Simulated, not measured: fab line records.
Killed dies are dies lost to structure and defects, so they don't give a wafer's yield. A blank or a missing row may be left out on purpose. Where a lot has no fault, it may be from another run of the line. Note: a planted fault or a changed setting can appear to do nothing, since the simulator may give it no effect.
Chamber matching    flow n5 finfet    N5_STI_FIN_REVEAL_CMP_04 on cmp-02 has 4 sister chambers
The step polishes, stops on Si3N4, t overpolish 4 s, target thk 131.83 nm. 8 wafers are shown with their chamber, then 8 later ones without.

WAFERS WITH THEIR CHAMBER
wafer   chamber  motor current A (A)  time to endpoint s (s)
L079.3  0        8.3                  102
L079.6  1        7.2                  107
L082.4  3        7.8                  105
L082.6  2        7.4                  107
L083.1  1        6.7                  106
L083.2  3        7.4                  100
L083.3  0        8.8                  102
L089.1  2        7.1                  109

WAFERS WITHOUT THEIR CHAMBER
wafer   motor current A (A)  time to endpoint s (s)
L089.5  7.5                  104
L089.6  6.9                  109
L090.1  8.4                  109
L090.3  7.3                  105
L090.4  6.8                  107
L091.2  6.6                  110
L091.5  7.5                  109
L091.6  7.7                  107

EACH ONE'S CHAMBER
wafer   from the rows above                in truth
L089.5  can't be placed: 3 or 1 or 2       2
L089.6  can't be placed: 2 or 1            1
L090.1  can't be placed: 0 or 2 or 3 or 1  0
L090.3  can't be placed: 1 or 2 or 3       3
L090.4  can't be placed: 1 or 2            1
L091.2  can't be placed: 1 or 2            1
L091.5  can't be placed: 2 or 1            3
L091.6  can't be placed: 2 or 3 or 1       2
Placed correctly: 0 of 8. Unplaceable from these rows: 8, with the true chamber sitting among the candidates in 7. Placed wrongly: 0.
How it was worked out, from the rows above alone: a wafer's distance from a chamber is the root of the sum, over the readings, of the square of ((its reading less the chamber's mean) divided by the reading's scatter). If the next closest chamber is less than 2 further off than the closest, the wafer can't be placed; otherwise it belongs to the closest. The mean given for a chamber averages the wafers shown for that chamber. How the scatter is found: for the shown wafers, subtract from each reading the mean of its chamber, square and add these, divide the total by (wafers less chambers), then take the root.
